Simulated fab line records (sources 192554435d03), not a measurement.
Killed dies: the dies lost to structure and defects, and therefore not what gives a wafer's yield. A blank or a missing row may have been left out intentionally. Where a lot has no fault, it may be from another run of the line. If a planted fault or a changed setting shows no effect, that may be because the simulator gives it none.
Comparing a struck lot with a sound one || flow n5_finfet || 16 steps out of a route of 1938
Sound: the wafers L312.1, L312.4, L312.5. Struck: wafer L313.4 (left out: L313.2, a lot-mate that was not struck); the cause follows at the end.
Per side, at each step with rows, come the tool, then ch with its chambers, and then its first start. Under that, the readings that differ: sound wafers || struck wafers || difference of the means || sigmas: that difference in standard deviations of wafers without a fault.
alike: same words and numbers on both sides, and readings whose means sit less than 2 such deviations apart. not compared: any withheld reading, any reading some wafer has no value for, any bound like >300 that may hide the same value, and any number with overlapping values for which the record gives no deviation.
Wherever a step has rows on one side only, a row that says differs or no value, or a row with sigmas, the two part there. When numbers do not overlap yet have no deviation, they are printed without sigmas and do not part them. A reading that every wafer of one side lacks parts them only if that side has two wafers or more.

N5_MOL_CONTACT_COAG_CD_MEAS_08 targets a cd of 28 nm.
  sound on cd_sem-01 ch 0, day 5 17:14; struck on cd_sem-01 ch 0, day 6 02:05
  alike: cd_nm
N5_MOL_CONTACT_COAG_OVL_MEAS_09:
  sound on overlay-01 ch 0, day 5 17:16; struck on overlay-02 ch 0, day 6 02:07
  alike: CA_OVL
N5_MOL_CONTACT_COAG_INSPECT_10: inspects for defects (brightfield).
  sound on defect_inspect-02 at day 5 17:20; struck on defect_inspect-01 at day 6 02:11
  alike: raw_defect_count
N5_MOL_CONTACT_COAG_DESCUM_13: chemistry O2, time 7 s.
  sound on rie_diel-05 ch 0,1,2, day 5 17:25; struck on rie_diel-05 ch 0, day 6 02:13
  alike: drypump_motor_current_A, oes_product_au, rf_vpp_V, showerhead_plenum_p_Torr, throttle_valve_pct
  not compared: rf_hours_counter_h
N5_MOL_CONTACT_COAG_ETCH_59: etches underlayer in N2/H2, target depth 13 nm, time 10.4 s.
  sound on rie_diel-05 ch 0,1,2, day 5 17:27; struck on rie_diel-05 ch 0, day 6 02:14
  alike: drypump_motor_current_A, etch_rf_on_time_s, oes_product_au, rf_vpp_V, showerhead_plenum_p_Torr, throttle_valve_pct
  not compared: rf_hours_counter_h
then, 4 steps without rows for these wafers: N5_MOL_CONTACT_COAG_ETCH_105 (etches SiARC in CF4, target depth 15.6 nm, time 26 s); N5_MOL_CONTACT_COAG_ETCH_106 (etches SOC in N2/H2, target depth 80 nm, overetch 16 nm, time 120 s); N5_MOL_CONTACT_COAG_STRIP_107 (strips in N2/H2); N5_MOL_CONTACT_COAG_STRIP_108 (strips in N2/H2).
N5_MOL_CONTACT_COAG_CONTACT_ETCH_14: etches SiO2 in C4F6/O2, target depth 27.5 nm, overetch 8.5 nm, time 20 s.
  sound on rie_diel-05 ch 0,1,2, day 5 17:36; struck on rie_diel-05 ch 0, day 6 02:23
  alike: drypump_motor_current_A, oes_product_au, rf_vpp_V, showerhead_plenum_p_Torr, throttle_valve_pct
  not compared: rf_hours_counter_h
then, 1 step without rows for these wafers: N5_MOL_CONTACT_COAG_STRIP_109 (strips in C4F6/O2).
N5_MOL_CONTACT_COAG_ETCH_15: etches SiNx in CH3F/O2, stops on Si:P, target depth 7 nm.
  sound on rie_diel-05 ch 0,1,2, day 5 17:38; struck on rie_diel-05 ch 0, day 6 02:26
  alike: drypump_motor_current_A, oes_product_au, rf_vpp_V, showerhead_plenum_p_Torr, throttle_valve_pct
  not compared: rf_hours_counter_h
N5_MOL_CONTACT_COAG_ETCH_110: etches Si in CF4/O2, target depth 2.5 nm, time 8 s.
  sound on rie_diel-05 ch 0,1,2, day 5 17:42; struck on rie_diel-05 ch 0, day 6 02:29
{"reading": "oes_product_au (a.u.)", "sound": "0.86 0.78 0.84", "struck": 0.58, "difference": -0.25, "sigmas": -3}
{"reading": "model.etch.depth_nm (nm)", "sound": "2.518 2.481 2.567", "struck": 1.422, "difference": -1.100, "sigmas": ""}
{"reading": "model.SOC_of_MOL_CONTACT_COAG_COAT_103.thk_nm (nm)", "sound": "73.8 73.8 73.6", "struck": 74.4, "difference": "+0.7", "sigmas": ""}
{"reading": "model.MOL_CONTACT_COAG.cd_offset_nm (nm)", "sound": "0 0 0", "struck": -0.2, "difference": -0.2, "sigmas": ""}
  alike: cf4_flow_sccm, drypump_motor_current_A, rf_vpp_V, showerhead_plenum_p_Torr, throttle_valve_pct
  not compared: rf_hours_counter_h
N5_MOL_CONTACT_COAG_STRIP_98: strips in N2/H2.
  sound on rie_diel-05 ch 0,1,2, day 5 17:44; struck on rie_diel-05 ch 0, day 6 02:32
  alike: drypump_motor_current_A, oes_product_au, rf_vpp_V, showerhead_plenum_p_Torr, throttle_valve_pct
  not compared: rf_hours_counter_h
-- the record jumps here: 3 days lie between the struck wafers' starts before and after (it left off in module MOL_CONTACT_COAG and takes up again in module BEOL_M4, whose first step shown is number 1111 of the route) --
N5_BEOL_M4_RC_MEAS_101:
  sound on prober-02 ch 0, day 9 14:47; struck on prober-01 ch 0, day 9 11:56
{"reading": "ION_N (uA/um)", "sound": "659 697 667", "struck": 649, "difference": -25, "sigmas": -2}
{"reading": "VT_N (mV)", "sound": "251 246 247", "struck": 255, "difference": "+7", "sigmas": "+2"}
  alike: DIBL_N, DIBL_P, IOFF_N, IOFF_P, ION_P, SS_N, SS_P, VT_P
after that, 1 step had no rows for these wafers: N5_PASSIVATION_PROBE_49.

== WHERE THEY PART ==
First at N5_MOL_CONTACT_COAG_ETCH_110; last, within this record, at N5_BEOL_M4_RC_MEAS_101.

WHY: the cause the simulator had injected
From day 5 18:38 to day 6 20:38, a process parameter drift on rie_diel-05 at N5_MOL_CONTACT_COAG_ETCH_110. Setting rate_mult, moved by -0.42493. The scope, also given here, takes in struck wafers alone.
